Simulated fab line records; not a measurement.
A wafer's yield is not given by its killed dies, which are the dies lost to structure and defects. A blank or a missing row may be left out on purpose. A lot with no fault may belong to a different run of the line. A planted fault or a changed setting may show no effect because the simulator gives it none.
fab line records	flow n5_finfet
record lots=7	wafers=18	last_day=18
route steps=1938 shown BEOL_M2@857 BEOL_M4@1111 PASSIVATION@1936
lots with no fault: from the same line, run without faults
start_h: hours from the record's first day to the start of the lot's first wafer shown	wait_h: hours since the lot's step before	" repeats the value in the row above	L1.1+2: one row covering several wafers at once	- no value, or no start was given	* or withheld: withheld	< > ~ a bound
route shown NAME@n: names a module that has steps shown in the file, with the first one's number in the route	usual: mean and standard deviation over wafers with no fault	same: alike in all rows	chamber/n: place in a boat	sites: per-site readings	_std_site: how widely they spread, as a standard deviation	_edge_site: inner sites' mean taken away from outer sites' mean	radius_mm: how far each site lies from the wafer's centre	mask NAME#n: copy n	behind: the tool/chamber that last shaped the wafer	hold: the reason the lot was held/the length of the hold in hours/how it ended	device: transistor that didn't switch, given as n, p or np	end of line: at the end of the route, the tests of the same wafers	step lacking rows: just its recipe	killed: count of dies lost to structure and defects at first sort (not the wafer's yield)	map: dies across one wafer; x = killed, . = not, _ = none there
set.NAME: the setting as run; set.NAME@STEP: as run at that earlier step	model.NAME: the simulator's own value behind a step, which no gauge read
a table for each step, a row for each wafer; lots at some steps of the route
services: from which hour (start_h, from the record's first day; less than 0 if before it) a tool's chamber was out of use, for how many hours, and why
## steps
# step N5_BEOL_M2_DESCUM_16
# recipe chemistry=O2	time_s=7	source_power_w=50	bias_power_w=20	pressure_mtorr=20	rf_frequency_hz=2.712e+07	temp_c=40	resist=CAR-EUV	o2_flow_sccm=225
# step N5_BEOL_M2_ETCH_74
# recipe chemistry=N2/H2	target=underlayer	target_depth_a=65	mask_material=CAR-EUV	time_s=5.2	ion_energy_ev=200	pressure_mtorr=30	source_w=840	bias_w=150	n2_flow_sccm=200	h2_flow_sccm=200	ends=cleared
# step N5_BEOL_M2_ETCH_63
# recipe chemistry=CF4	target=SiARC	target_depth_a=156	mask_material=CAR-EUV	time_s=26	ion_energy_ev=80	pressure_mtorr=40	source_w=545	bias_w=36	Ar_flow_sccm=100	cf4_flow_sccm=100	ends=cleared
# usual drypump_motor_current_A=5.6/0.53	etch_rf_on_time_s=26.1/0.91	oes_product_au=0.68/0.081	rf_vpp_V=184.1/1.3	showerhead_plenum_p_Torr=2.15/0.083	throttle_valve_pct=15.50/0.27
lot.wafer	tool	chamber	start_h	wait_h	drypump_motor_current_A	etch_rf_on_time_s	oes_product_au	rf_hours_counter_h	rf_vpp_V	showerhead_plenum_p_Torr	throttle_valve_pct
L469.1	rie_diel-03	3	147.26	0.0	6.4	25.4	0.66	119	183.3	2.07	15.80
L469.5	"	2	"	"	4.7	25.7	0.60	-	184.0	2.11	15.65
L469.6	"	3	"	"	6.5	25.7	0.66	-	183.3	2.07	15.80
L473.3	rie_diel-03	2	169.53	0.0	4.7	25.7	0.59	246	183.0	2.10	15.66
L473.4	"	0	"	"	5.2	26.7	0.78	10	184.8	2.30	15.32
L473.6	"	1	"	"	5.4	25.2	0.76	-	183.5	2.09	15.10
L480.3	rie_diel-01	0	218.81	0.0	6.0	26.9	0.58	224	183.4	2.18	15.66
L480.4	"	2	"	"	5.6	25.0	0.78	30	185.1	2.28	15.25
L481.3	rie_diel-05	3	219.36	0.0	4.8	25.4	0.61	203	184.8	2.21	15.68
L481.4	"	0	"	"	5.2	27.6	0.58	199	184.3	2.12	15.51
L483.3	rie_diel-03	2	226.46	0.0	4.7	25.3	0.82	9	183.3	2.10	15.18
L483.6	"	0	"	"	5.2	26.5	0.74	-	186.8	2.29	15.37
L485.2	rie_diel-03	1	244.62	0.0	5.4	25.4	0.72	49	183.0	2.08	15.14
L485.3	"	3	"	"	6.4	25.4	0.64	154	183.4	2.06	15.87
L485.5	"	2	"	"	4.7	25.4	0.80	-	183.3	2.10	15.18
L489.3	rie_diel-03	3	279.78	0.0	6.5	25.5	0.63	165	182.3	2.05	15.90
L489.5	"	1	"	"	5.4	24.9	0.72	-	183.6	2.08	15.16
L489.6	"	0	"	"	5.2	27.1	0.71	-	186.5	2.28	15.42
# step N5_BEOL_M2_ETCH_64
# recipe chemistry=N2/H2	target=SOC	target_depth_a=750	overetch_a=225	mask_material=SiARC	temp_c=40	time_s=121.9	ion_energy_ev=200	pressure_mtorr=30	source_w=840	bias_w=150	n2_flow_sccm=200	h2_flow_sccm=200
# usual drypump_motor_current_A=5.6/0.53	oes_product_au=0.60/0.069	rf_vpp_V=524.2/2.9	showerhead_plenum_p_Torr=2.55/0.097	temp_c=39.99/0.11	throttle_valve_pct=17.7/0.34
lot.wafer	tool	chamber	start_h	wait_h	drypump_motor_current_A	oes_product_au	rf_hours_counter_h	rf_vpp_V	showerhead_plenum_p_Torr	temp_c	throttle_valve_pct
L469.1	rie_diel-03	3	147.29	0.0	6.4	0.58	119	523.5	2.45	40.31	18.1
L469.5	"	2	"	"	4.7	0.52	-	521.8	2.51	40.05	17.9
L469.6	"	3	"	"	6.5	0.59	-	520.9	2.45	40.12	18.1
L473.3	rie_diel-03	2	169.56	0.0	4.7	0.52	246	521.3	2.51	39.98	17.9
L473.4	"	0	"	"	5.2	0.69	10	529.3	2.70	39.99	17.5
L473.6	"	1	"	"	5.4	0.66	-	522.1	2.47	39.98	17.2
L480.3	rie_diel-01	0	218.84	0.0	6.0	0.53	224	526.3	2.62	40.02	18.0
L480.4	"	2	"	"	5.6	0.68	30	525.4	2.70	39.90	17.3
L481.3	rie_diel-05	3	219.39	0.0	4.8	0.54	203	526.4	2.64	40.06	17.9
L481.4	"	0	"	"	5.2	0.54	199	523.7	2.51	40.09	17.5
L483.3	rie_diel-03	2	226.49	0.0	4.7	0.72	9	521.8	2.50	39.85	17.5
L483.6	"	0	"	"	5.2	0.67	-	528.3	2.69	39.90	17.5
L485.2	rie_diel-03	1	244.65	0.0	5.4	0.64	49	523.8	2.46	40.17	17.2
L485.3	"	3	"	"	6.5	0.56	154	520.5	2.44	39.81	18.2
L485.5	"	2	"	"	4.7	0.70	-	522.6	2.50	40.05	17.5
L489.3	rie_diel-03	3	279.81	0.0	6.5	0.55	165	521.7	2.43	40.08	18.2
L489.5	"	1	"	"	5.4	0.62	-	519.9	2.45	40.14	17.2
L489.6	"	0	"	"	5.2	0.64	-	528.0	2.68	40.06	17.6
# step N5_BEOL_M2_STRIP_65
# recipe chemistry=N2/H2	temp_c=40	n2_flow_sccm=200	h2_flow_sccm=200	rf_frequency_hz=6e+07
# step N5_BEOL_M2_STRIP_75
# recipe chemistry=N2/H2	temp_c=40	n2_flow_sccm=200	h2_flow_sccm=200	rf_frequency_hz=6e+07
# step N5_BEOL_M2_STRIP_66
# recipe chemistry=CF4	resist=SiARC	power_w=300	bias_power_w=75	pressure_mtorr=50	cf4_flow_sccm=150	rf_frequency_hz=6e+07
# usual drypump_motor_current_A=5.6/0.53	oes_product_au=0.78/0.09	rf_vpp_V=271.3/1.8	showerhead_plenum_p_Torr=1.80/0.067	throttle_valve_pct=13.48/0.3
lot.wafer	tool	chamber	start_h	wait_h	drypump_motor_current_A	oes_product_au	rf_hours_counter_h	rf_vpp_V	showerhead_plenum_p_Torr	throttle_valve_pct
L469.1	rie_diel-03	3	147.42	0.0	6.4	0.76	119	270.1	1.74	13.80
L469.5	"	2	"	"	4.7	0.68	-	271.3	1.77	13.67
L469.6	"	3	"	"	6.4	0.75	-	269.5	1.74	13.79
L473.3	rie_diel-03	2	169.69	0.0	4.7	0.68	246	269.9	1.77	13.69
L473.4	"	0	"	"	5.2	0.91	10	273.6	1.91	13.20
L473.6	"	1	"	"	5.4	0.87	-	269.9	1.74	13.03
L480.3	rie_diel-01	0	218.98	0.0	6.0	0.69	224	271.6	1.83	13.70
L480.4	"	2	"	"	5.6	0.89	30	272.3	1.91	13.23
L481.3	rie_diel-05	3	219.52	0.0	4.8	0.70	203	272.3	1.86	13.69
L481.4	"	0	"	"	5.2	0.70	199	269.6	1.78	13.52
L483.3	rie_diel-03	2	226.62	0.0	4.7	0.95	9	270.9	1.76	13.16
L483.6	"	0	"	"	5.2	0.86	-	274.4	1.90	13.24
L485.2	rie_diel-03	1	244.78	0.0	5.4	0.83	49	271.5	1.74	13.09
L485.3	"	3	"	"	6.4	0.73	154	268.8	1.73	13.86
L485.5	"	2	"	"	4.7	0.92	-	271.0	1.76	13.16
L489.3	rie_diel-03	3	279.94	0.0	6.4	0.72	165	270.7	1.73	13.90
L489.5	"	1	"	"	5.4	0.81	-	270.7	1.73	13.12
L489.6	"	0	"	"	5.2	0.83	-	273.4	1.90	13.29
# step N5_BEOL_M2_HM_OPEN_17
# recipe chemistry=Cl2/BCl3	target_depth_a=200	overetch_a=60	target=TiN	mask_material=SOC	ion_energy_ev=150	pressure_mtorr=10	icp_w=1000	bias_w=126	Cl2_flow_sccm=53.25	bcl3_flow_sccm=21.75	Ar_flow_sccm=25
# usual drypump_motor_current_A=5.51/0.29	he_backside_leak_sccm=3.3/0.31	oes_product_au=0.70/0.11	throttle_valve_pct=22.27/0.26
lot.wafer	tool	chamber	start_h	wait_h	drypump_motor_current_A	he_backside_leak_sccm	oes_product_au	rf_hours_counter_h	throttle_valve_pct
L469.1	rie_metal-03	1	147.46	0.0	5.90	3.2	0.69	34	22.49
L469.5	"	0	"	"	5.68	3.6	0.62	-	22.25
L469.6	"	1	"	"	5.90	3.2	0.68	-	22.48
L473.3	rie_metal-03	0	169.76	0.1	5.67	3.6	0.62	-	22.24
L473.4	"	1	"	"	5.94	3.3	0.69	-	22.44
L473.6	"	0	"	"	5.69	3.6	0.63	-	22.27
L480.3	rie_metal-02	0	219.08	0.1	4.92	3.2	0.51	-	22.39
L480.4	"	0	"	"	4.91	3.2	0.51	-	22.40
L481.3	rie_metal-01	1	219.60	0.1	5.65	3.4	0.76	-	21.78
L481.4	"	0	"	"	5.48	3.3	0.74	-	22.61
L483.3	rie_metal-02	1	226.72	0.1	5.50	3.1	0.84	-	22.24
L483.6	"	1	"	"	5.49	3.1	0.84	-	22.23
L485.2	rie_metal-03	0	244.82	0.0	5.67	3.7	0.61	65	22.28
L485.3	"	1	"	"	5.92	3.2	0.66	-	22.50
L485.5	"	1	"	"	5.93	5.6	0.65	-	22.52
L489.3	rie_metal-02	1	280.01	0.1	5.50	3.2	0.79	-	22.25
L489.5	"	1	"	"	5.51	3.3	0.79	-	22.25
L489.6	"	0	"	"	4.94	3.0	0.80	-	22.02
# step N5_BEOL_M2_STRIP_19
# recipe chemistry=O2	power_w=400	temp_c=40	pressure_mtorr=30	rf_frequency_hz=6e+07	bias_power_w=0	overash_fraction=0.2	o2_flow_sccm=225
# usual drypump_motor_current_A=5.6/0.52	oes_product_au=0.77/0.093	rf_vpp_V=3.6/0.48	showerhead_plenum_p_Torr=2.11/0.084	temp_c=40.02/0.11	throttle_valve_pct=16.63/0.27
lot.wafer	tool	chamber	start_h	wait_h	drypump_motor_current_A	oes_product_au	rf_hours_counter_h	rf_vpp_V	showerhead_plenum_p_Torr	temp_c	throttle_valve_pct
L469.1	rie_diel-01	1	147.57	0.1	5.9	0.73	169	4.4	2.18	39.82	16.82
L469.5	"	1	"	"	5.9	0.72	-	3.6	2.18	39.95	16.80
L469.6	"	0	"	"	6.0	0.70	-	3.0	2.20	39.85	16.91
L473.3	rie_diel-03	3	169.84	0.1	6.4	0.76	127	3.9	2.01	39.82	16.84
L473.4	"	0	"	"	5.2	0.90	10	4.1	2.22	40.01	16.27
L473.6	"	3	"	"	6.5	0.76	-	4.3	2.01	39.93	16.85
L480.3	rie_diel-03	2	219.22	0.1	4.7	0.96	6	3.7	2.06	39.84	16.28
L480.4	"	1	"	"	5.4	0.82	41	3.7	2.05	40.03	16.27
L481.3	rie_diel-01	0	219.68	0.1	6.0	0.68	224	3.7	2.19	39.90	16.97
L481.4	"	2	"	"	5.6	0.89	30	2.8	2.24	40.12	16.33
L483.3	rie_diel-05	3	226.86	0.1	4.8	0.70	207	3.1	2.17	39.87	16.71
L483.6	"	2	"	"	6.2	0.68	-	4.0	1.98	40.14	16.92
L485.2	rie_diel-05	1	245.02	0.2	5.4	0.69	208	3.7	2.08	39.91	16.94
L485.3	"	0	"	"	5.2	0.68	202	4.2	2.06	40.05	16.45
L485.5	"	1	"	"	5.4	0.69	-	3.7	2.08	39.99	16.94
L489.3	rie_diel-05	1	280.09	0.1	5.4	0.69	221	3.7	2.08	39.93	16.96
L489.5	"	3	"	"	4.8	0.69	-	4.0	2.16	40.12	16.75
L489.6	"	0	"	"	5.2	0.66	-	2.9	2.06	39.89	16.48
# step N5_BEOL_M2_CD_MEAS_18
# recipe pitch_nm=36	target_cd_nm=18
# usual cd_nm=18.1/0.41
lot.wafer	tool	chamber	start_h	wait_h	cd_nm
L469.1	cd_sem-03	-	147.64	0.0	18.4
L469.5	"	-	"	"	18.0
L469.6	"	-	"	"	18.8
L473.3	cd_sem-02	-	169.92	0.1	18.3
L473.4	"	-	"	"	17.9
L473.6	"	-	"	"	17.4
L480.3	cd_sem-01	-	219.30	0.1	18.0
L480.4	"	-	"	"	18.4
L481.3	cd_sem-02	-	219.75	0.1	18.1
L481.4	"	-	"	"	18.0
L483.3	cd_sem-02	-	226.94	0.1	18.5
L483.6	"	-	"	"	18.1
L485.2	cd_sem-01	-	245.10	0.1	17.4
L485.3	"	-	"	"	18.4
L485.5	"	-	"	"	17.9
L489.3	cd_sem-02	-	280.16	0.1	18.4
L489.5	"	-	"	"	17.8
L489.6	"	-	"	"	18.6
# step N5_BEOL_M2_COAT_67
# recipe resist=SOC	temp_c=250	time_s=60	spin_rpm=1500	resist_thk_nm=60
# step N5_BEOL_M2_COAT_68
# recipe resist=SiARC	temp_c=220	time_s=60	spin_rpm=1500	resist_thk_nm=12
# step N5_BEOL_M2_COAT_76
# recipe resist=underlayer	temp_c=205	time_s=60	spin_rpm=1500	resist_thk_nm=5
# usual chill_plate_temp_C=22.97/0.1	resist_line_temp_C=23.02/0.12	run_length_s=66.07/0.18
lot.wafer	tool	chamber	start_h	wait_h	chill_plate_temp_C	resist_line_temp_C	run_length_s
L469.1	litho_track-04	0	147.68	-	22.96	23.14	66.15
L469.5	"	0	"	"	22.95	23.09	66.34
L469.6	"	0	"	"	22.96	22.97	66.21
L473.3	litho_track-02	0	169.95	-	22.97	23.34	65.97
L473.4	"	0	"	"	22.74	23.02	65.90
L473.6	"	0	"	"	22.92	23.14	65.97
L480.3	litho_track-02	0	219.34	-	22.88	22.95	65.94
L480.4	"	0	"	"	22.92	23.21	72.15
L481.3	litho_track-02	0	219.79	-	23.03	22.88	66.15
L481.4	"	0	"	"	23.19	23.05	71.99
L483.3	litho_track-02	0	226.98	-	23.03	23.00	65.97
L483.6	"	0	"	"	22.96	23.04	71.99
L485.2	litho_track-04	0	245.15	-	22.85	22.95	66.39
L485.3	"	0	"	"	22.95	23.06	66.47
L485.5	"	0	"	"	22.80	23.12	66.32
L489.3	litho_track-04	0	280.20	-	23.06	23.08	66.40
L489.5	"	0	"	"	22.95	22.83	66.33
L489.6	"	0	"	"	23.20	23.00	66.51
# step N5_BEOL_M2_COAT_22
# recipe resist=CAR-EUV	spin_rpm=1500	resist_thk_nm=30
# step N5_BEOL_M4_RC_MEAS_101
# usual DIBL_N=37.0/2.3	DIBL_P=37.3/2.8	IOFF_N=0.17/0.046	IOFF_P=0.23/0.054	ION_N=675/14	ION_P=460/9.3	SS_N=71.7/0.73	SS_P=73.6/0.95	VT_N=249/3.9	VT_P=-250/3.9
lot.wafer	tool	chamber	start_h	wait_h	DIBL_N[mV/V]	DIBL_P[mV/V]	IOFF_N[nA/um]	IOFF_P[nA/um]	ION_N[uA/um]	ION_P[uA/um]	SS_N[mV/dec]	SS_P[mV/dec]	VT_N[mV]	VT_P[mV]
L469.1	prober-02	0	173.23	0.0	36.9	36.2	0.19	0.22	675	455	71.6	73.3	245	-250
L469.5	"	0	"	"	37.7	38.0	0.20	0.26	681	469	71.6	74.2	246	-248
L469.6	"	0	"	"	34.2	33.5	0.11	0.17	648	449	70.9	72.7	256	-256
L473.3	prober-02	0	200.49	0.3	36.3	37.5	0.15	0.20	673	459	72.3	72.8	251	-253
L473.4	"	0	"	"	35.3	36.8	0.14	0.20	679	465	71.1	73.3	251	-253
L473.6	"	0	"	"	35.1	36.4	0.14	0.18	672	454	71.8	73.1	252	-255
L480.3	prober-02	0	251.20	0.3	35.5	37.2	0.19	0.25	679	470	71.1	73.6	243	-248
L480.4	"	0	"	"	38.5	40.0	0.26	0.32	691	472	72.5	74.4	242	-243
L481.3	prober-01	0	281.14	0.3	38.5	37.5	0.20	0.25	667	458	72.4	74.2	248	-251
L481.4	"	0	"	"	36.1	36.0	0.15	0.22	680	468	71.8	72.6	248	-246
L483.3	prober-01	0	285.77	0.3	33.0	33.5	0.11	0.15	662	449	71.2	71.2	254	-256
L483.6	"	0	"	"	35.6	37.4	0.15	0.20	683	464	71.9	72.9	251	-250
L485.2	prober-01	0	286.86	0.2	32.4	33.9	0.12	0.14	668	449	72.0	71.9	252	-257
L485.3	"	0	"	"	31.7	34.1	0.11	0.15	659	455	70.6	72.5	255	-256
L485.5	"	0	"	"	33.6	35.0	0.13	0.16	662	448	71.6	73.5	253	-254
L489.3	prober-02	0	320.02	0.3	34.7	34.0	0.13	0.18	655	449	71.6	73.3	252	-252
L489.5	"	0	"	"	42.4	44.0	0.32	0.37	699	473	74.0	75.3	242	-244
L489.6	"	0	"	"	37.3	38.3	0.20	0.25	673	458	72.0	74.7	248	-248
# step N5_PASSIVATION_PROBE_49
# usual defect_limited_yield=91.5/1.3	killed_at_M0_to_M3=36/10	killed_at_M4_up=13/4.7	killed_at_contacts=13/6.7	killed_at_front_end=37/9.7	killed_at_other=2.6/2.3	killed_dies=101/15	killed_open=67/12	killed_short=32/6.7	sort_bin_4_leakage=0.0/0.31	sort_bin_5_function=5.0/0.89	sort_bin_6_memory=3.2/0.63	sort_bin_8_speed=0.01/0.03	sort_n_pass=1079/16	sort_yield_pct=91.4/1.4
# same gross_dies=1180	killed_at_back_side=0
lot.wafer	tool	chamber	start_h	wait_h	defect_limited_yield[%]	killed_at_M0_to_M3	killed_at_M4_up	killed_at_contacts	killed_at_front_end	killed_at_other	killed_dies	killed_open	killed_short	sort_bin_4_leakage[%]	sort_bin_5_function[%]	sort_bin_6_memory[%]	sort_bin_8_speed[%]	sort_n_pass	sort_yield_pct[%]
L469.1	prober-01	-	274.54	0.0	91.4	23	16	17	43	3	102	66	35	0	5.7	2.9	0	1078	91.4
L469.5	prober-01	-	274.74	0.2	90.8	34	13	23	37	2	109	76	32	0	5.1	3.7	0	1071	90.8
L469.6	prober-01	-	274.79	0.3	92.3	32	11	12	36	0	91	56	33	0	4.7	3.0	0.08	1088	92.2
L473.3	prober-02	-	309.52	0.1	91.4	35	10	16	37	3	101	71	29	0	5.5	2.9	0	1079	91.4
L473.4	prober-02	-	309.57	0.2	90.6	26	16	14	52	3	111	64	45	0	6.1	2.8	0	1069	90.6
L473.6	prober-02	-	309.67	0.3	92.0	37	12	14	29	2	94	58	34	0	4.6	3.1	0	1086	92.0
L480.3	prober-02	-	368.43	0.1	91.6	37	10	8	38	6	99	63	33	0	5.4	2.8	0	1081	91.6
L480.4	prober-02	-	368.48	0.2	93.2	30	7	4	35	4	80	50	27	0	4.2	2.5	0	1100	93.2
L481.3	prober-01	-	386.76	0.1	88.1	52	16	23	48	2	141	98	41	0	6.8	4.7	0	1039	88.1
L481.4	prober-01	-	386.81	0.2	89.6	43	8	17	55	0	123	81	42	0	6.5	3.4	0	1057	89.6
L483.3	prober-01	-	398.71	0.1	90.3	60	21	4	27	3	115	74	40	0	5.7	3.6	0	1065	90.3
L483.6	prober-01	-	398.86	0.3	93.1	45	10	5	20	1	81	51	28	0	3.8	2.8	0	1099	93.1
L485.2	prober-02	-	402.43	0.1	92.6	21	15	4	42	5	87	46	32	0	3.9	2.8	0	1093	92.6
L485.3	prober-02	-	402.48	0.1	93.0	21	16	5	40	1	83	59	23	0	4.1	2.9	0	1097	93.0
L485.5	prober-02	-	402.58	0.2	89.3	38	22	2	64	0	126	84	40	0	7.1	3.2	0	1054	89.3
# killed by level:class
L469.1 MOL_CONTACT_COAG:geometric_particle:open=14 FIN_SAQP:geometric_particle:short=11 BEOL_M3:geometric_particle:open=6 GATE_CUT:geometric_particle:open=5 BEOL_M2:geometric_particle:open=5 FIN_SAQP:geometric_particle:open=4 STI_FIN_REVEAL:geometric_particle:open=4 BEOL_M0_SAQP:geometric_particle:short=4
L469.5 MOL_CONTACT_COAG:geometric_particle:open=17 BEOL_M3:geometric_particle:open=10 FIN_SAQP:geometric_particle:open=6 STI_FIN_REVEAL:geometric_particle:open=6 DUMMY_GATE:geometric_particle:open=6 MOL_CONTACT_COAG:geometric_particle:short=6 BEOL_M2:geometric_particle:open=6 GATE_CUT:geometric_particle:short=4
L469.6 MOL_CONTACT_COAG:geometric_particle:open=9 BEOL_M2:geometric_particle:open=8 FIN_SAQP:geometric_particle:open=6 BEOL_M0:geometric_particle:open=6 FIN_SAQP:geometric_particle:short=5 DUMMY_GATE:geometric_particle:open=5 BEOL_M3:geometric_particle:open=5 DUMMY_GATE:geometric_particle:short=4
L473.3 MOL_CONTACT_COAG:geometric_particle:open=11 FIN_SAQP:geometric_particle:open=8 BEOL_M1:geometric_particle:open=8 BEOL_M3:geometric_particle:open=8 STARTING-WAFER:geometric_particle:open=7 DUMMY_GATE:geometric_particle:open=6 MOL_CONTACT_COAG:geometric_particle:short=5 FIN_SAQP:geometric_particle:short=4
L473.4 MOL_CONTACT_COAG:geometric_particle:open=12 FIN_SAQP:geometric_particle:short=11 BEOL_M4:geometric_particle:open=8 FIN_SAQP:geometric_particle:open=7 STI_FIN_REVEAL:geometric_particle:open=7 DUMMY_GATE:geometric_particle:open=7 BEOL_M3:geometric_particle:open=7 ILD0:geometric_particle:short=5
L473.6 BEOL_M1:geometric_particle:open=13 MOL_CONTACT_COAG:geometric_particle:open=11 BEOL_M0_SAQP:geometric_particle:short=8 BEOL_M0_SAQP:geometric_particle:open=7 BEOL_M3:geometric_particle:open=5 FIN_SAQP:geometric_particle:open=4 FIN_SAQP:geometric_particle:short=4 GATE_CUT:geometric_particle:short=4
L480.3 BEOL_M3:geometric_particle:open=10 FIN_SAQP:geometric_particle:short=8 STI_FIN_REVEAL:geometric_particle:open=8 DUMMY_GATE:geometric_particle:open=7 BEOL_M1:geometric_particle:open=7 MOL_CONTACT_COAG:geometric_particle:open=6 DUMMY_GATE:geometric_particle:short=5 BEOL_M2:geometric_particle:open=5
L480.4 STI_FIN_REVEAL:geometric_particle:open=8 BEOL_M1:geometric_particle:open=8 FIN_SAQP:geometric_particle:short=6 DUMMY_GATE:geometric_particle:open=6 BEOL_M2:geometric_particle:open=6 BEOL_M3:geometric_particle:open=5 BEOL_M0_SAQP:geometric_particle:open=4 BEOL_M0_SAQP:geometric_particle:short=4
L481.3 MOL_CONTACT_COAG:geometric_particle:open=21 STI_FIN_REVEAL:geometric_particle:open=14 BEOL_M0_SAQP:geometric_particle:open=12 BEOL_M0_SAQP:geometric_particle:short=8 BEOL_M1:geometric_particle:open=8 BEOL_M2:geometric_particle:open=8 FIN_SAQP:geometric_particle:open=7 FIN_SAQP:geometric_particle:short=7
L481.4 STI_FIN_REVEAL:geometric_particle:open=13 BEOL_M0_SAQP:geometric_particle:short=13 FIN_SAQP:geometric_particle:short=12 FIN_SAQP:geometric_particle:open=12 BEOL_M0_SAQP:geometric_particle:open=12 MOL_CONTACT_COAG:geometric_particle:open=11 MOL_CONTACT_COAG:geometric_particle:short=6 BEOL_M1:geometric_particle:open=6
L483.3 BEOL_M0_SAQP:geometric_particle:open=19 BEOL_M0_SAQP:geometric_particle:short=17 BEOL_M2:geometric_particle:open=13 BEOL_M4:geometric_particle:open=9 STARTING-WAFER:geometric_particle:short=7 GATE_CUT:geometric_particle:open=6 GATE_CUT:geometric_particle:short=5 MOL_CONTACT_COAG:geometric_particle:open=4
L483.6 BEOL_M0_SAQP:geometric_particle:short=16 BEOL_M0_SAQP:geometric_particle:open=13 BEOL_M2:geometric_particle:open=8 FIN_SAQP:geometric_particle:open=5 BEOL_M3:geometric_particle:open=5 STI_FIN_REVEAL:geometric_particle:open=3 MOL_CONTACT_COAG:geometric_particle:open=3 BEOL_M4:geometric_particle:open=3
L485.2 FIN_SAQP:geometric_particle:open=9 DUMMY_GATE:geometric_particle:open=7 FIN_SAQP:geometric_particle:short=6 DUMMY_GATE:geometric_particle:short=5 HKMG_FIN:area_etch=5 BEOL_M3:geometric_particle:open=4 BEOL_M0:geometric_particle:open=3 BEOL_M0_SAQP:geometric_particle:short=3
L485.3 STI_FIN_REVEAL:geometric_particle:open=13 BEOL_M4:geometric_particle:open=9 FIN_SAQP:geometric_particle:open=5 GATE_CUT:geometric_particle:short=5 MOL_CONTACT_COAG:geometric_particle:open=4 BEOL_M1:geometric_particle:open=4 FIN_SAQP:geometric_particle:short=3 DUMMY_GATE:geometric_particle:open=3
L485.5 FIN_SAQP:geometric_particle:open=24 FIN_SAQP:geometric_particle:short=14 BEOL_M0_SAQP:geometric_particle:open=12 BEOL_M0_SAQP:geometric_particle:short=7 BEOL_M4:geometric_particle:open=7 DUMMY_GATE:geometric_particle:open=5 BEOL_M1:geometric_particle:open=5 BEOL_M2:geometric_particle:open=5
## services
tool	chamber	start_h	hours	kind
litho_track-02	-	135.69	-	consumable_replace:filter
rie_diel-01	3	138.40	-	clean
rie_diel-01	3	138.40	-	consumable_replace:focus_ring
rie_diel-01	3	138.40	15.9	scheduled_down
rie_diel-01	3	138.40	15.9	vent_cycle
rie_metal-01	1	176.04	4.8	repair
rie_diel-03	2	183.21	-	clean
rie_diel-03	2	183.21	-	consumable_replace:focus_ring
rie_diel-03	2	183.21	17.9	scheduled_down
rie_diel-03	2	183.21	17.9	vent_cycle
rie_metal-02	1	204.81	-	clean
rie_metal-02	1	204.81	15.8	scheduled_down
rie_metal-02	1	204.81	15.8	vent_cycle
rie_metal-02	0	220.62	-	clean
rie_metal-02	0	220.62	19.0	scheduled_down
rie_metal-02	0	220.62	19.0	vent_cycle
rie_diel-05	3	226.98	4.9	repair
rie_diel-01	2	234.02	5.6	repair
rie_diel-05	2	241.81	11.7	repair
rie_metal-03	-	242.53	0.8	repair
rie_metal-02	-	260.14	0.2	repair
rie_metal-02	-	268.16	2.8	pm
## key
first_sign step=N5_BEOL_M2_COAT_76	reading=run_length_s	direction=up	sigmas=33	usual=*	struck=*
effect none on later readings
met_at N5_BEOL_M2_COAT_76
struck_wafers L480.4,L481.4,L483.6
onset_between 169.95 219.34
fault kind=process_parameter_drift	tool=litho_track-02	chamber=-	onset_h=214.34	steps=N5_BEOL_M2_COAT_76	channel=time_s	offset=*	shape=step	end_h=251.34	scope=struck_wafers_only	acts_in=*	stated=*
